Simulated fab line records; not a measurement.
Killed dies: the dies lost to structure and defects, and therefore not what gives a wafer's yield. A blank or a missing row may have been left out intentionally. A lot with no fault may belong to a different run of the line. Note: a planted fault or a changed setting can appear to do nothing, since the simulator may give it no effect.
Matching of chambers / flow n5_finfet / 3 sister chambers for N5_BEOL_M14_DEP_53 on pecvd-03
The step deposits SiCN from 3MS/NH3, target thk 50 nm, time 17.8 s. 18 wafers are shown with their chamber, then 9 later ones without.

## WAFERS, EACH WITH ITS CHAMBER
wafer=L075.1; chamber=2; throttle_valve_pct (%)=16.0; showerhead_plenum_p_Torr (Torr)=4.147; chamber_pressure_Torr (Torr)=3.009
wafer=L075.4; chamber=1; throttle_valve_pct (%)=19.7; showerhead_plenum_p_Torr (Torr)=4.141; chamber_pressure_Torr (Torr)=3.004
wafer=L075.6; chamber=2; throttle_valve_pct (%)=16.5; showerhead_plenum_p_Torr (Torr)=4.147; chamber_pressure_Torr (Torr)=3.010
wafer=L078.1; chamber=0; throttle_valve_pct (%)=18.1; showerhead_plenum_p_Torr (Torr)=4.161; chamber_pressure_Torr (Torr)=2.991
wafer=L078.3; chamber=0; throttle_valve_pct (%)=18.1; showerhead_plenum_p_Torr (Torr)=4.180; chamber_pressure_Torr (Torr)=2.997
wafer=L078.6; chamber=2; throttle_valve_pct (%)=16.3; showerhead_plenum_p_Torr (Torr)=4.159; chamber_pressure_Torr (Torr)=2.995
wafer=L080.3; chamber=0; throttle_valve_pct (%)=18.0; showerhead_plenum_p_Torr (Torr)=4.175; chamber_pressure_Torr (Torr)=3.002
wafer=L080.4; chamber=2; throttle_valve_pct (%)=16.0; showerhead_plenum_p_Torr (Torr)=4.159; chamber_pressure_Torr (Torr)=3.003
wafer=L080.5; chamber=0; throttle_valve_pct (%)=18.0; showerhead_plenum_p_Torr (Torr)=4.166; chamber_pressure_Torr (Torr)=2.996
wafer=L086.1; chamber=2; throttle_valve_pct (%)=16.1; showerhead_plenum_p_Torr (Torr)=4.137; chamber_pressure_Torr (Torr)=2.997
wafer=L086.3; chamber=1; throttle_valve_pct (%)=19.2; showerhead_plenum_p_Torr (Torr)=4.141; chamber_pressure_Torr (Torr)=2.998
wafer=L086.5; chamber=1; throttle_valve_pct (%)=19.3; showerhead_plenum_p_Torr (Torr)=4.128; chamber_pressure_Torr (Torr)=3.004
wafer=L089.1; chamber=1; throttle_valve_pct (%)=19.4; showerhead_plenum_p_Torr (Torr)=4.143; chamber_pressure_Torr (Torr)=2.999
wafer=L089.4; chamber=2; throttle_valve_pct (%)=15.8; showerhead_plenum_p_Torr (Torr)=4.151; chamber_pressure_Torr (Torr)=3.008
wafer=L089.6; chamber=1; throttle_valve_pct (%)=19.1; showerhead_plenum_p_Torr (Torr)=4.143; chamber_pressure_Torr (Torr)=3.005
wafer=L092.1; chamber=0; throttle_valve_pct (%)=18.0; showerhead_plenum_p_Torr (Torr)=4.167; chamber_pressure_Torr (Torr)=2.996
wafer=L092.4; chamber=1; throttle_valve_pct (%)=19.2; showerhead_plenum_p_Torr (Torr)=4.143; chamber_pressure_Torr (Torr)=3.000
wafer=L092.6; chamber=2; throttle_valve_pct (%)=16.2; showerhead_plenum_p_Torr (Torr)=4.147; chamber_pressure_Torr (Torr)=2.993

SIGNATURES (means of the wafers above)
reading=throttle_valve_pct; chamber 0=18.040; chamber 1=19.317; chamber 2=16.129; scatter within a chamber=0.192
reading=showerhead_plenum_p_Torr; chamber 0=4.16980; chamber 1=4.13983; chamber 2=4.14957; scatter within a chamber=0.00712
reading=chamber_pressure_Torr; chamber 0=2.99640; chamber 1=3.00167; chamber 2=3.00214; scatter within a chamber=0.00524
Rule: a wafer's distance from a chamber is the root of the sum, over the readings, of the square of ((its reading less the chamber's mean) divided by the reading's scatter). If the next closest chamber is less than 2 further off than the closest, the wafer can't be placed; otherwise it belongs to the closest. The scatter: the root of (the sum of the squares of (reading less its chamber's mean) over the shown wafers, divided by (wafers less chambers)).

## WAFERS WITH NO CHAMBER GIVEN
wafer=L094.1; throttle_valve_pct (%)=17.9; showerhead_plenum_p_Torr (Torr)=4.177; chamber_pressure_Torr (Torr)=3.007
wafer=L094.2; throttle_valve_pct (%)=19.5; showerhead_plenum_p_Torr (Torr)=4.139; chamber_pressure_Torr (Torr)=2.990
wafer=L094.5; throttle_valve_pct (%)=16.4; showerhead_plenum_p_Torr (Torr)=4.152; chamber_pressure_Torr (Torr)=2.998
wafer=L093.3; throttle_valve_pct (%)=18.4; showerhead_plenum_p_Torr (Torr)=4.166; chamber_pressure_Torr (Torr)=3.005
wafer=L093.4; throttle_valve_pct (%)=16.2; showerhead_plenum_p_Torr (Torr)=4.153; chamber_pressure_Torr (Torr)=2.992
wafer=L093.5; throttle_valve_pct (%)=19.4; showerhead_plenum_p_Torr (Torr)=4.149; chamber_pressure_Torr (Torr)=2.994
wafer=L096.1; throttle_valve_pct (%)=19.5; showerhead_plenum_p_Torr (Torr)=4.142; chamber_pressure_Torr (Torr)=2.996
wafer=L096.2; throttle_valve_pct (%)=16.1; showerhead_plenum_p_Torr (Torr)=4.153; chamber_pressure_Torr (Torr)=3.010
wafer=L096.6; throttle_valve_pct (%)=19.3; showerhead_plenum_p_Torr (Torr)=4.142; chamber_pressure_Torr (Torr)=2.996

## WHICH CHAMBER EACH WENT THROUGH
wafer=L094.1; from the rows above=0; in truth=0
wafer=L094.2; from the rows above=1; in truth=1
wafer=L094.5; from the rows above=2; in truth=2
wafer=L093.3; from the rows above=0; in truth=0
wafer=L093.4; from the rows above=2; in truth=2
wafer=L093.5; from the rows above=1; in truth=1
wafer=L096.1; from the rows above=1; in truth=1
wafer=L096.2; from the rows above=2; in truth=2
wafer=L096.6; from the rows above=1; in truth=1
Correct placement for 9 of the 9. Can't be placed from these rows: 0. 0 placed wrongly.
